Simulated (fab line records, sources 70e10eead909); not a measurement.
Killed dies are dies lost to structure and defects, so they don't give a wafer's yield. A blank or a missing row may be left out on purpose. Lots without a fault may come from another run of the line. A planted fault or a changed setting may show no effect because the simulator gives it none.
Chamber matching | flow nand_harc | NHARC_P_M2_CMP_23 on cmp-02: 4 sister chambers
The step polishes, t overpolish 20 s, target thk 144.3 nm. 16 wafers are shown with their chamber, then 8 later ones without.

WAFERS WITH THEIR CHAMBER
wafer  | chamber | motor_current_A (A) | time_to_endpoint_s (s)
L077.2 | 1       | 13.5                | 28
L077.3 | 0       | 11.6                | 33
L077.4 | 3       | 11.6                | 30
L078.2 | 1       | 13.1                | 29
L078.4 | 2       | 11.4                | 28
L078.5 | 3       | 11.2                | 28
L078.1 | 3       | 11.4                | 27
L078.3 | 0       | 11.6                | 33
L078.6 | 2       | 11.6                | 29
L079.1 | 0       | 11.5                | 29
L079.3 | 2       | 11.5                | 25
L079.4 | 1       | 12.6                | 25
L083.3 | 2       | 11.6                | 28
L083.4 | 1       | 12.9                | 22
L083.6 | 0       | 11.9                | 28
L084.2 | 2       | 11.1                | 23

SIGNATURES (means of the wafers above)
reading            | chamber 0 | chamber 1 | chamber 2 | chamber 3 | scatter within a chamber
motor_current_A    | 11.650    | 13.025    | 11.440    | 11.400    | 0.253
time_to_endpoint_s | 30.75     | 26.00     | 26.60     | 28.33     | 2.59
Rule: a wafer's distance from a chamber is the root of the sum, over the readings, of the square of ((its reading less the chamber's mean) divided by the reading's scatter). The wafer belongs to the nearest chamber; if the next one is less than 2 further off, it can't be placed. The scatter: the root of (the sum of the squares of (reading less its chamber's mean) over the shown wafers, divided by (wafers less chambers)).

WAFERS WITHOUT THEIR CHAMBER
wafer  | motor_current_A (A) | time_to_endpoint_s (s)
L084.3 | 11.1                | 27
L084.5 | 12.1                | 27
L087.1 | 12.0                | 31
L087.4 | 12.9                | 28
L087.5 | 11.9                | 32
L088.2 | 11.9                | 24
L088.3 | 11.6                | 29
L088.6 | 11.0                | 22

WHICH CHAMBER EACH WENT THROUGH
wafer  | from the rows above               | in truth
L084.3 | can't be placed: 3 or 2 or 0      | 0
L084.5 | can't be placed: 0 or 2 or 3 or 1 | 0
L087.1 | can't be placed: 0 or 3 or 2      | 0
L087.4 | 1                                 | 1
L087.5 | can't be placed: 0 or 3 or 2      | 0
L088.2 | can't be placed: 2 or 3 or 0      | 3
L088.3 | can't be placed: 0 or 3 or 2      | 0
L088.6 | can't be placed: 2 or 3 or 0      | 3
Placed correctly: 1 of 8. Can't be placed from these rows: 7 (the true chamber is among the candidates in 7). Placed wrongly: 0.
